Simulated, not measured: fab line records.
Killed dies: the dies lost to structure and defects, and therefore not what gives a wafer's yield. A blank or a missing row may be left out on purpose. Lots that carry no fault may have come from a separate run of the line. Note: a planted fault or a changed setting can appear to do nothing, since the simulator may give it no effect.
fab line records -- flow n5_finfet
[record] lots = 6, wafers = 18, last_day = 17
route steps=1938 shown BEOL_M7@1330 BEOL_M8@1332 PASSIVATION@1936
lots with no fault: from the same line, run without faults
start_h: hours from the record's opening day to when the first of the lot's shown wafers began -- wait_h: hours elapsed since this lot's preceding step -- " same as the row above -- L1.1+2: a single row standing in for several wafers -- - no value present, or no start provided -- * or withheld: withheld -- < > ~ a bound
route shown NAME@n: NAME is a module with steps in the file, n the number in the route of the first one -- usual: mean/standard deviation of fault-free wafers -- same: alike in all rows -- chamber/n: place in a boat -- sites: the reading at each site -- _std_site: how widely they spread, as a standard deviation -- _edge_site: inner sites' mean taken away from outer sites' mean -- radius_mm: for every site, how far away it sits from the centre of the wafer -- mask NAME#n: copy n -- behind: the most recent tool/chamber to have shaped the wafer -- hold: why the lot was held/for how many hours/how that ended -- device: the n, p or np transistor that did not switch -- end of line: tests run on the same wafers once the route is complete -- for a step that has no rows: nothing shown but its recipe -- killed: at the first sort, the dies lost to defects and structure; wafer yield is something else -- map: dies across one wafer; x = killed, . = not, _ = none there
set.NAME: the setting that was run; set.NAME@STEP: the one run at that earlier step -- model.NAME: the simulator's own value behind a step, which no gauge read
certain route steps with their lots: each step a table, each wafer a row
services: when a tool's chamber went out of use (start_h, in hours from the record's first day, below 0 if earlier), for how many hours, and the reason
[[steps]]
[step N5_BEOL_M7_RS_MEAS_57]
[recipe] thk_meas_gauge = four-point-probe, reads = Cu_of_BEOL_M7_ECD_50+Co_of_BEOL_M7_CVD_78+TaN_of_BEOL_M7_ALD_77
[usual] M7_RS = 0.289/0.0087
lot.wafer,tool,chamber,start_h,wait_h,M7_RS[ohm/sq]
L324.3,film_metro-02,-,240.51,0.1,0.267
L324.5,film_metro-02,-,240.51,0.1,0.292
L324.6,film_metro-02,-,240.51,0.1,0.274
L326.2,film_metro-01,-,261.10,0.1,0.293
L326.3,film_metro-01,-,261.10,0.1,0.283
L326.4,film_metro-01,-,261.10,0.1,0.293
L330.3,film_metro-02,-,272.04,0.1,0.293
L330.5,film_metro-02,-,272.04,0.1,0.296
L330.6,film_metro-02,-,272.04,0.1,0.275
L336.3,film_metro-02,-,309.93,0.1,0.286
L336.5,film_metro-02,-,309.93,0.1,0.298
L336.6,film_metro-02,-,309.93,0.1,0.280
L337.2,film_metro-02,-,316.42,0.1,0.298
L337.3,film_metro-02,-,316.42,0.1,0.273
L337.4,film_metro-02,-,316.42,0.1,0.277
L340.4,film_metro-02,-,337.98,0.0,0.282
L340.5,film_metro-02,-,337.98,0.0,0.286
L340.6,film_metro-02,-,337.98,0.0,0.299
[step N5_BEOL_M7_INSPECT_58]
[recipe] inspect_instrument = darkfield, mode = post_dep
[usual] raw_defect_count = 72/23
lot.wafer,tool,chamber,start_h,wait_h,raw_defect_count
L324.3,defect_inspect-02,-,240.53,0.0,47
L324.5,defect_inspect-02,-,240.53,0.0,48
L324.6,defect_inspect-02,-,240.53,0.0,63
L326.2,defect_inspect-01,-,261.13,0.0,56
L326.3,defect_inspect-01,-,261.13,0.0,73
L326.4,defect_inspect-01,-,261.13,0.0,63
L330.3,defect_inspect-02,-,272.07,0.0,111
L330.5,defect_inspect-02,-,272.07,0.0,105
L330.6,defect_inspect-02,-,272.07,0.0,77
L336.3,defect_inspect-02,-,309.95,0.0,98
L336.5,defect_inspect-02,-,309.95,0.0,94
L336.6,defect_inspect-02,-,309.95,0.0,75
L337.2,defect_inspect-01,-,316.44,0.0,74
L337.3,defect_inspect-01,-,316.44,0.0,56
L337.4,defect_inspect-01,-,316.44,0.0,63
L340.4,defect_inspect-01,-,338.00,0.0,103
L340.5,defect_inspect-01,-,338.00,0.0,92
L340.6,defect_inspect-01,-,338.00,0.0,61
[step N5_BEOL_M8_ILD_DEP_00]
[recipe] material = SiCOH_lowk, target_thk_a = 1797.5, temp_c = 300, precursor = DEMS/porogen, pressure_torr = 5, rf_w = 500, time_s = 33.4
[usual] heater_power_w = 309/43, showerhead_plenum_p_Torr = 5.735/0.018, throttle_valve_pct = 14.0/0.69
lot.wafer,tool,chamber,start_h,wait_h,heater_power_w,showerhead_plenum_p_Torr,throttle_valve_pct
L324.3,pecvd-01,1,240.57,0.0,259,5.719,14.4
L324.5,pecvd-01,1,240.57,0.0,268,5.729,14.3
L324.6,pecvd-01,0,240.57,0.0,261,5.731,14.0
L326.2,pecvd-04,0,261.17,0.0,263,5.712,13.7
L326.3,pecvd-04,1,261.17,0.0,298,5.738,14.4
L326.4,pecvd-04,2,261.17,0.0,290,5.707,13.8
L330.3,pecvd-03,0,272.10,0.0,336,5.793,14.7
L330.5,pecvd-03,2,272.10,0.0,381,5.760,12.7
L330.6,pecvd-03,0,272.10,0.0,335,5.757,14.6
L336.3,pecvd-01,0,309.99,0.0,275,5.734,14.0
L336.5,pecvd-01,0,309.99,0.0,281,5.719,14.1
L336.6,pecvd-01,1,309.99,0.0,310,5.724,14.2
L337.2,pecvd-03,1,316.48,0.0,257,5.724,14.6
L337.3,pecvd-03,0,316.48,0.0,352,5.768,14.9
L337.4,pecvd-03,0,316.48,0.0,281,5.760,15.0
L340.4,pecvd-04,2,338.06,0.1,316,5.725,14.2
L340.5,pecvd-04,0,338.06,0.1,225,5.737,14.1
L340.6,pecvd-04,1,338.06,0.1,301,5.724,14.2
[step N5_BEOL_M8_CURE_74]
[recipe] temp_c = 385, time_s = 240, ambient = He/Ar, material = SiCOH_lowk
[usual] lamp_power_pct = 52.31/0.057, wafer_temp_C_max = 386.8/0.68
lot.wafer,tool,chamber,start_h,wait_h,lamp_power_pct,wafer_temp_C_max
L324.3,uv_cure-01,1,240.79,0.2,52.32,386.5
L324.5,uv_cure-01,1,240.79,0.2,52.20,385.8
L324.6,uv_cure-01,1,240.79,0.2,52.31,386.5
L326.2,uv_cure-02,0,261.31,0.1,52.27,386.3
L326.3,uv_cure-02,0,261.31,0.1,52.35,386.5
L326.4,uv_cure-02,0,261.31,0.1,52.35,386.2
L330.3,uv_cure-01,2,272.33,0.2,52.16,386.5
L330.5,uv_cure-01,2,272.33,0.2,52.28,386.5
L330.6,uv_cure-01,2,272.33,0.2,52.29,386.7
L336.3,uv_cure-01,0,310.21,0.2,52.29,386.7
L336.5,uv_cure-01,0,310.21,0.2,52.25,386.6
L336.6,uv_cure-01,0,310.21,0.2,52.30,386.6
L337.2,uv_cure-02,2,316.77,0.3,52.21,386.2
L337.3,uv_cure-02,2,316.77,0.3,52.29,386.0
L337.4,uv_cure-02,2,316.77,0.3,52.26,386.0
L340.4,uv_cure-01,1,338.58,0.5,52.31,386.1
L340.5,uv_cure-01,1,338.58,0.5,52.35,386.4
L340.6,uv_cure-01,1,338.58,0.5,52.31,386.6
[step N5_BEOL_M8_THK_MEAS_01]
[recipe] reads = SiCOH_lowk_of_BEOL_M8_ILD_DEP_00
[usual] M8_ILD_THK = 155.7/2.2
lot.wafer,tool,chamber,start_h,wait_h,M8_ILD_THK[nm]
L324.3,film_metro-01,-,241.14,0.3,153.2
L324.5,film_metro-01,-,241.14,0.3,156.9
L324.6,film_metro-01,-,241.14,0.3,155.7
L326.2,film_metro-02,-,261.74,0.4,157.5
L326.3,film_metro-02,-,261.74,0.4,155.9
L326.4,film_metro-02,-,261.74,0.4,157.9
L330.3,film_metro-01,-,272.68,0.3,155.6
L330.5,film_metro-01,-,272.68,0.3,158.9
L330.6,film_metro-01,-,272.68,0.3,157.8
L336.3,film_metro-01,-,310.57,0.3,154.2
L336.5,film_metro-01,-,310.57,0.3,156.7
L336.6,film_metro-01,-,310.57,0.3,155.9
L337.2,film_metro-02,-,317.20,0.4,151.9
L337.3,film_metro-02,-,317.20,0.4,156.7
L337.4,film_metro-02,-,317.20,0.4,156.4
L340.4,film_metro-02,-,339.10,0.4,156.9
L340.5,film_metro-02,-,339.10,0.4,154.5
L340.6,film_metro-02,-,339.10,0.4,154.7
[step N5_BEOL_M8_PECVD_70]
[recipe] material = SiO2, target_thk_a = 200, temp_c = 400, precursor = TEOS/O2, pressure_torr = 5.5, rf_w = 450, teos_flow_sccm = 53.8, gas = O2, flow_sccm = 3000, time_s = 22.7
[usual] heater_power_w = 688/67, showerhead_plenum_p_Torr = 8.75/0.051, throttle_valve_pct = 22.6/0.85
lot.wafer,tool,chamber,start_h,wait_h,heater_power_w,showerhead_plenum_p_Torr,throttle_valve_pct
L324.3,pecvd-03,0,241.18,0.0,780,8.89,23.9
L324.5,pecvd-03,0,241.18,0.0,765,8.88,24.0
L324.6,pecvd-03,1,241.18,0.0,641,8.67,23.9
L326.2,pecvd-04,2,261.78,0.0,650,8.73,22.5
L326.3,pecvd-04,0,261.78,0.0,555,8.74,22.1
L326.4,pecvd-04,1,261.78,0.0,733,8.75,22.5
L330.3,pecvd-04,0,272.72,0.0,635,8.75,22.3
L330.5,pecvd-04,1,272.72,0.0,720,8.75,22.8
L330.6,pecvd-04,2,272.72,0.0,661,8.74,22.5
L336.3,pecvd-03,1,310.60,0.0,712,8.69,23.6
L336.5,pecvd-03,1,310.60,0.0,694,8.67,23.9
L336.6,pecvd-03,0,310.60,0.0,752,8.88,24.1
L337.2,pecvd-04,1,317.24,0.0,630,8.75,22.8
L337.3,pecvd-04,0,317.24,0.0,645,8.73,22.3
L337.4,pecvd-04,1,317.24,0.0,626,8.77,22.7
L340.4,pecvd-01,0,339.15,0.1,600,8.76,22.8
L340.5,pecvd-01,1,339.15,0.1,650,8.72,23.0
L340.6,pecvd-01,2,339.15,0.1,720,8.69,22.2
[step N5_BEOL_M8_HM_DEP_02]
[recipe] material = TiN, target_thk_a = 200, temp_c = 25, chamber_pressure_pa = 0.49996
[usual] throttle_valve_pct = 30.3/1.2
lot.wafer,tool,chamber,start_h,wait_h,throttle_valve_pct
L324.3,pvd_sputter-03,-,241.56,0.4,28.0
L324.5,pvd_sputter-03,-,241.56,0.4,31.0
L324.6,pvd_sputter-03,-,241.56,0.4,30.2
L326.2,pvd_sputter-02,-,262.57,0.8,28.5
L326.3,pvd_sputter-02,-,262.57,0.8,30.1
L326.4,pvd_sputter-02,-,262.57,0.8,29.8
L330.3,pvd_sputter-03,-,273.25,0.5,31.0
L330.5,pvd_sputter-03,-,273.25,0.5,28.0
L330.6,pvd_sputter-03,-,273.25,0.5,31.2
L336.3,pvd_sputter-02,-,310.71,0.1,31.1
L336.5,pvd_sputter-02,-,310.71,0.1,28.7
L336.6,pvd_sputter-02,-,310.71,0.1,30.1
L337.2,pvd_sputter-03,-,320.30,3.0,27.8
L337.3,pvd_sputter-03,-,320.30,3.0,30.9
L337.4,pvd_sputter-03,-,320.30,3.0,30.4
L340.4,pvd_sputter-02,-,339.69,0.5,29.7
L340.5,pvd_sputter-02,-,339.69,0.5,30.9
L340.6,pvd_sputter-02,-,339.69,0.5,29.7
[step N5_BEOL_M8_COAT_59]
[recipe] resist = SOC, temp_c = 250, time_s = 60, spin_rpm = 1500, resist_thk_nm = 100
[step N5_BEOL_M8_COAT_60]
[recipe] resist = SiARC, temp_c = 220, time_s = 60, spin_rpm = 1500, resist_thk_nm = 35
[step N5_BEOL_M8_COAT_05]
[recipe] resist = CAR-ArF, spin_rpm = 1500, resist_thk_nm = 90
[step N5_BEOL_M8_EBR_07]
[recipe] solvent = PGMEA, ebr_width_mm = 1.5
[step N5_BEOL_M8_SOFTBAKE_06]
[recipe] temp_c = 110, time_s = 60, resist = CAR-ArF
[step N5_BEOL_M8_EXPOSE_08]
[recipe] mask_id = M8, na = 1.35, source_shape = dipole, sigma_inner = 0.817, sigma_outer = 0.97, polarization = te, dose_mj = 68.25
lot.wafer,tool,chamber,start_h,wait_h,mask,model.BEOL_M8.overlay_x_nm
L324.3+5+6,arfi_scanner-02,0,241.81,-,M8#0,-0.6
L326.2+3+4,arfi_scanner-02,0,262.82,-,M8#0,11.8
L330.3+5+6,arfi_scanner-02,0,273.63,-,M8#0,12.2
L336.3+5+6,arfi_scanner-01,0,310.97,-,M8#0,0.6
L337.2+3+4,arfi_scanner-01,0,320.55,-,M8#0,-0.2
L340.4+5+6,arfi_scanner-01,0,339.95,-,M8#0,-1
[step N5_BEOL_M8_PEB_09]
[recipe] peb_temp_c = withheld, peb_time_s = 60, resist = CAR-ArF
[step N5_BEOL_M8_DEVELOP_10]
[recipe] develop_time_s = 30, developer = TMAH, resist = CAR-ArF, rinse_liquid = diw, dry = air_spin, dev_temp_c = 23
[step N5_BEOL_M8_CD_MEAS_11]
[recipe] target_cd_nm = 38.5, landing_energy_ev = 500, detector = se_inlens, polarity = opening
[usual] cd_nm = 38.4/0.53
lot.wafer,tool,chamber,start_h,wait_h,cd_nm
L324.3,cd_sem-02,0,241.93,-,38.4
L324.5,cd_sem-02,0,241.93,-,37.4
L324.6,cd_sem-02,0,241.93,-,38.1
L326.2,cd_sem-02,0,262.94,-,38.1
L326.3,cd_sem-02,0,262.94,-,38.4
L326.4,cd_sem-02,0,262.94,-,37.8
L330.3,cd_sem-03,0,273.75,-,37.6
L330.5,cd_sem-03,0,273.75,-,38.1
L330.6,cd_sem-03,0,273.75,-,38.2
L336.3,cd_sem-01,0,311.09,-,38.2
L336.5,cd_sem-01,0,311.09,-,37.7
L336.6,cd_sem-01,0,311.09,-,38.4
L337.2,cd_sem-01,0,320.67,-,38.0
L337.3,cd_sem-01,0,320.67,-,38.5
L337.4,cd_sem-01,0,320.67,-,37.6
L340.4,cd_sem-02,0,340.07,-,37.9
L340.5,cd_sem-02,0,340.07,-,37.8
L340.6,cd_sem-02,0,340.07,-,39.2
[step N5_BEOL_M8_OVL_MEAS_12]
[recipe] points_per_wafer = 44
[usual] M8_OVL = 0.1/0.77
lot.wafer,tool,chamber,start_h,wait_h,M8_OVL[nm]
L324.3,overlay-01,0,241.96,0.0,-1.4
L324.5,overlay-01,0,241.96,0.0,-1.2
L324.6,overlay-01,0,241.96,0.0,-0.7
L326.2,overlay-01,0,262.97,0.0,11.1
L326.3,overlay-01,0,262.97,0.0,11.1
L326.4,overlay-01,0,262.97,0.0,11.8
L330.3,overlay-02,0,273.78,0.0,11.6
L330.5,overlay-02,0,273.78,0.0,12.1
L330.6,overlay-02,0,273.78,0.0,12.0
L336.3,overlay-02,0,311.12,0.0,0.5
L336.5,overlay-02,0,311.12,0.0,0.9
L336.6,overlay-02,0,311.12,0.0,0.5
L337.2,overlay-01,0,320.70,0.0,-1.0
L337.3,overlay-01,0,320.70,0.0,0.6
L337.4,overlay-01,0,320.70,0.0,-0.2
L340.4,overlay-02,0,340.09,0.0,-0.5
L340.5,overlay-02,0,340.09,0.0,0.3
L340.6,overlay-02,0,340.09,0.0,-0.8
[step N5_BEOL_M8_INSPECT_13]
[recipe] mode = adi, inspect_instrument = brightfield
[usual] raw_defect_count = 408/73
lot.wafer,tool,chamber,start_h,wait_h,raw_defect_count
L324.3,defect_inspect-02,-,241.98,0.0,452
L324.5,defect_inspect-02,-,241.98,0.0,408
L324.6,defect_inspect-02,-,241.98,0.0,371
L326.2,defect_inspect-02,-,263.00,0.0,388
L326.3,defect_inspect-02,-,263.00,0.0,533
L326.4,defect_inspect-02,-,263.00,0.0,431
L330.3,defect_inspect-01,-,273.80,0.0,392
L330.5,defect_inspect-01,-,273.80,0.0,396
L330.6,defect_inspect-01,-,273.80,0.0,368
L336.3,defect_inspect-02,-,311.14,0.0,550
L336.5,defect_inspect-02,-,311.14,0.0,383
L336.6,defect_inspect-02,-,311.14,0.0,450
L337.2,defect_inspect-02,-,320.72,0.0,369
L337.3,defect_inspect-02,-,320.72,0.0,367
L337.4,defect_inspect-02,-,320.72,0.0,532
L340.4,defect_inspect-01,-,340.12,0.0,340
L340.5,defect_inspect-01,-,340.12,0.0,344
L340.6,defect_inspect-01,-,340.12,0.0,411
[step N5_PASSIVATION_PROBE_49]
[usual] defect_limited_yield = 91.0/1.4, killed_at_M0_to_M3 = 36/10, killed_at_M4_up = 15/5, killed_at_contacts = 12/6.1, killed_at_front_end = 40/13, killed_at_other = 3.8/2.9, killed_dies = 106/16, killed_open = 68/12, killed_short = 35/8.2, sort_bin_5_function = 5.2/0.9, sort_bin_6_memory = 3.4/0.71, sort_n_pass = 1073/17, sort_yield_pct = 91.0/1.5
[same] gross_dies = 1180, killed_at_back_side = 0, sort_bin_4_leakage[%] = 0, sort_bin_8_speed[%] = 0
lot.wafer,tool,chamber,start_h,wait_h,defect_limited_yield[%],killed_at_M0_to_M3,killed_at_M4_up,killed_at_contacts,killed_at_front_end,killed_at_other,killed_dies,killed_open,killed_short,sort_bin_5_function[%],sort_bin_6_memory[%],sort_n_pass,sort_yield_pct[%]
L324.3,prober-02,-,330.89,0.1,92.3,20,14,2,48,7,91,53,33,4.4,2.6,1089,92.3
L324.5,prober-02,-,330.99,0.2,91.9,40,7,1,45,3,96,51,42,4.4,3.2,1084,91.9
L324.6,prober-02,-,331.04,0.3,92.7,25,10,7,43,1,86,58,24,3.9,2.8,1094,92.7
L326.2,prober-02,-,338.83,0.1,91.9,30,19,7,40,0,96,68,27,4.7,3.2,1084,91.9
L326.3,prober-02,-,338.88,0.1,91.9,34,15,5,41,0,95,56,39,4.9,2.4,1085,91.9
L326.4,prober-02,-,338.93,0.2,92.6,26,12,6,41,2,87,58,26,4.7,2.5,1093,92.6
L330.3,prober-01,-,355.64,0.1,91.9,38,12,10,35,0,95,64,30,5.5,2.2,1085,91.9
L330.5,prober-01,-,355.74,0.2,93.1,18,9,23,29,3,82,51,27,4.3,2.5,1098,93.1
L330.6,prober-01,-,355.79,0.3,93.1,19,13,14,35,0,81,48,29,4.4,2.1,1099,93.1
L336.3,prober-01,-,392.40,0.1,90.0,46,12,3,48,9,118,81,34,5.3,4.6,1062,90.0
L336.5,prober-01,-,392.50,0.2,90.9,42,7,11,43,4,107,66,32,4.5,3.7,1073,90.9
L336.6,prober-01,-,392.55,0.3,90.5,51,18,10,26,7,112,75,36,6.6,2.7,1068,90.5
L337.2,prober-02,-,395.79,0.1,91.2,43,15,8,35,3,104,66,35,5.1,3.6,1076,91.2
L337.3,prober-02,-,395.84,0.1,91.7,39,18,9,29,3,98,62,30,5.2,2.5,1082,91.7
L337.4,prober-02,-,395.89,0.2,90.4,50,22,28,12,1,113,79,33,5.8,3.4,1067,90.4
L340.4,prober-01,-,413.02,0.2,88.1,57,14,14,51,4,140,94,45,8.6,3.0,1040,88.1
L340.5,prober-01,-,413.07,0.2,90.8,42,24,10,29,4,109,65,37,4.7,4.1,1071,90.8
L340.6,prober-01,-,413.12,0.3,91.2,24,7,13,53,7,104,72,30,5.0,3.4,1076,91.2
// killed by level:class
L324.3 FIN_SAQP:geometric_particle:short=16 FIN_SAQP:geometric_particle:open=9 BEOL_M1:geometric_particle:open=7 BEOL_M5:geometric_particle:open=6 BEOL_M1:geometric_particle:short=5 STI_FIN_REVEAL:geometric_particle:open=4 PAD_METAL:geometric_particle:open=4 STI_FIN_REVEAL:geometric_particle:short=3
L324.5 STI_FIN_REVEAL:geometric_particle:open=12 BEOL_M0_SAQP:geometric_particle:short=12 BEOL_M0_SAQP:geometric_particle:open=8 FIN_SAQP:geometric_particle:short=7 FIN_SAQP:geometric_particle:open=6 BEOL_M1:geometric_particle:open=6 BEOL_M2:geometric_particle:short=6 STARTING-WAFER:geometric_particle:short=5
L324.6 STI_FIN_REVEAL:geometric_particle:open=11 DUMMY_GATE:geometric_particle:open=10 BEOL_M0_SAQP:geometric_particle:short=9 BEOL_M0_SAQP:geometric_particle:open=7 BEOL_M5:geometric_particle:open=6 STI_FIN_REVEAL:geometric_particle:short=5 BEOL_M1:geometric_particle:open=5 MOL_CONTACT_COAG:geometric_particle:open=4
L326.2 BEOL_M3:geometric_particle:open=12 FIN_SAQP:geometric_particle:short=11 FIN_SAQP:geometric_particle:open=10 MOL_CONTACT_COAG:geometric_particle:open=7 BEOL_M2:geometric_particle:open=7 BEOL_M4:geometric_particle:open=7 DUMMY_GATE:geometric_particle:open=5 STI_FIN_REVEAL:geometric_particle:open=4
L326.3 BEOL_M2:geometric_particle:open=11 FIN_SAQP:geometric_particle:short=9 BEOL_M1:geometric_particle:open=8 GATE_CUT:geometric_particle:open=6 FIN_SAQP:geometric_particle:open=5 STI_FIN_REVEAL:geometric_particle:open=4 GATE_CUT:geometric_particle:short=4 BEOL_M0_SAQP:geometric_particle:short=4
L326.4 FIN_SAQP:geometric_particle:open=8 BEOL_M2:geometric_particle:open=8 FIN_SAQP:geometric_particle:short=7 BEOL_M1:geometric_particle:open=7 DUMMY_GATE:geometric_particle:open=5 MOL_CONTACT_COAG:geometric_particle:open=4 BEOL_M4:geometric_particle:open=4 ILD0:geometric_particle:open=3
L330.3 MOL_CONTACT_COAG:geometric_particle:open=9 BEOL_M2:geometric_particle:open=9 BEOL_M0_SAQP:geometric_particle:short=8 DUMMY_GATE:geometric_particle:open=7 FIN_SAQP:geometric_particle:open=6 BEOL_M0_SAQP:geometric_particle:open=5 BEOL_M1:geometric_particle:open=5 BEOL_M2:geometric_particle:short=5
L330.5 MOL_CONTACT_COAG:geometric_particle:open=19 FIN_SAQP:geometric_particle:short=8 BEOL_M1:geometric_particle:open=6 BEOL_M0_SAQP:geometric_particle:short=5 MOL_CONTACT_COAG:geometric_particle:short=4 STARTING-WAFER:geometric_particle:open=4 FIN_SAQP:geometric_particle:open=3 BEOL_M4:geometric_particle:open=3
L330.6 MOL_CONTACT_COAG:geometric_particle:open=11 FIN_SAQP:geometric_particle:short=10 FIN_SAQP:geometric_particle:open=9 BEOL_M0_SAQP:geometric_particle:short=6 BEOL_M0_SAQP:geometric_particle:open=6 STI_FIN_REVEAL:geometric_particle:open=4 DUMMY_GATE:geometric_particle:open=4 MOL_CONTACT_COAG:geometric_particle:short=3
L336.3 FIN_SAQP:geometric_particle:open=15 STI_FIN_REVEAL:geometric_particle:open=13 BEOL_M0_SAQP:geometric_particle:open=12 BEOL_M2:geometric_particle:open=9 BEOL_M0_SAQP:geometric_particle:short=8 BEOL_M3:geometric_particle:open=8 FIN_SAQP:geometric_particle:short=5 BEOL_M2:geometric_particle:short=5
L336.5 BEOL_M2:geometric_particle:open=11 BEOL_M0_SAQP:geometric_particle:short=9 HKMG_FIN:area_etch=9 FIN_SAQP:geometric_particle:short=8 STI_FIN_REVEAL:geometric_particle:open=8 MOL_CONTACT_COAG:geometric_particle:open=8 BEOL_M3:geometric_particle:open=7 BEOL_M0_SAQP:geometric_particle:open=6
L336.6 BEOL_M0_SAQP:geometric_particle:open=17 BEOL_M0_SAQP:geometric_particle:short=13 FIN_SAQP:geometric_particle:open=9 MOL_CONTACT_COAG:geometric_particle:open=8 BEOL_M2:geometric_particle:open=8 BEOL_M4:geometric_particle:open=6 BEOL_M1:geometric_particle:open=5 BEOL_M1:geometric_particle:short=5
L337.2 BEOL_M2:geometric_particle:open=10 MOL_CONTACT_COAG:geometric_particle:open=7 BEOL_M4:geometric_particle:open=7 ILD0:geometric_particle:short=6 ILD0:geometric_particle:open=6 BEOL_M1:geometric_particle:short=6 FIN_SAQP:geometric_particle:open=5 BEOL_M0_SAQP:geometric_particle:short=5
L337.3 BEOL_M4:geometric_particle:open=10 BEOL_M2:geometric_particle:open=9 MOL_CONTACT_COAG:geometric_particle:open=8 BEOL_M3:geometric_particle:open=8 FIN_SAQP:geometric_particle:short=4 BEOL_M0_SAQP:geometric_particle:open=4 BEOL_M1:geometric_particle:open=4 BEOL_M2:geometric_particle:short=4
L337.4 MOL_CONTACT_COAG:geometric_particle:open=22 BEOL_M2:geometric_particle:open=14 BEOL_M4:geometric_particle:open=11 BEOL_M3:geometric_particle:open=11 MOL_CONTACT_COAG:geometric_particle:short=5 BEOL_M1:geometric_particle:open=5 BEOL_M4:geometric_particle:short=5 BEOL_M0_SAQP:geometric_particle:short=4
L340.4 FIN_SAQP:geometric_particle:open=18 BEOL_M0_SAQP:geometric_particle:short=15 BEOL_M0_SAQP:geometric_particle:open=15 FIN_SAQP:geometric_particle:short=13 BEOL_M2:geometric_particle:open=11 MOL_CONTACT_COAG:geometric_particle:open=10 BEOL_M1:geometric_particle:open=9 STI_FIN_REVEAL:geometric_particle:open=6
L340.5 BEOL_M0_SAQP:geometric_particle:open=13 BEOL_M0_SAQP:geometric_particle:short=13 MOL_CONTACT_COAG:geometric_particle:open=9 BEOL_M4:geometric_particle:open=8 FIN_SAQP:geometric_particle:short=6 BEOL_M1:geometric_particle:open=6 FIN_SAQP:geometric_particle:open=5 BEOL_M6:geometric_particle:open=5
L340.6 FIN_SAQP:geometric_particle:short=12 FIN_SAQP:geometric_particle:open=12 MOL_CONTACT_COAG:geometric_particle:open=11 BEOL_M0_SAQP:geometric_particle:open=10 DUMMY_GATE:geometric_particle:open=7 BEOL_M3:geometric_particle:open=6 GATE_CUT:geometric_particle:open=5 STI_FIN_REVEAL:geometric_particle:open=4
[[services]]
tool,chamber,start_h,hours,kind
arfi_scanner-02,-,221.53,0.2,repair
arfi_scanner-02,-,221.96,1.0,pm
pecvd-04,1,225.93,2.8,repair
pecvd-04,-,238.23,6.0,pm
arfi_scanner-01,-,241.17,0.8,pm
pecvd-01,1,243.93,5.5,scheduled_down
pecvd-03,2,244.90,10.8,repair
pecvd-04,0,255.89,2.1,scheduled_down
arfi_scanner-02,-,266.21,1.3,pm
arfi_scanner-01,-,267.57,1.3,pm
arfi_scanner-02,-,274.96,16.0,pm
pecvd-03,-,294.00,0.4,repair
pecvd-04,1,296.83,17.5,repair
uv_cure-02,-,299.23,2.1,pm
arfi_scanner-02,-,302.30,0.7,repair
pvd_sputter-03,-,308.35,10.1,repair
uv_cure-01,-,312.36,7.1,pm
arfi_scanner-02,-,319.12,1.0,pm
arfi_scanner-02,-,320.26,3.9,pm
arfi_scanner-01,-,325.59,1.0,pm
pecvd-01,-,330.87,1.1,repair
pecvd-04,2,332.80,4.8,repair
arfi_scanner-02,-,339.30,4.9,pm
pecvd-04,1,339.76,13.8,repair
[[key]]
[first_sign] step = N5_BEOL_M8_OVL_MEAS_12, reading = M8_OVL, direction = up, sigmas = 15, usual = 0.1, struck = 11.6
effect none on later readings
[model_effect] step = N5_BEOL_M8_EXPOSE_08, value = BEOL_M8.overlay_x_nm, without = -0.1, struck = 12
met_at N5_BEOL_M8_EXPOSE_08
struck_wafers L326.2,L326.3,L326.4,L330.3,L330.5,L330.6
onset_between 241.81 262.82
[fault] kind = scanner_matching_overlay, tool = arfi_scanner-02, chamber = -, onset_h = 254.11, steps = N5_BEOL_M8_EXPOSE_08, offset = 12.149
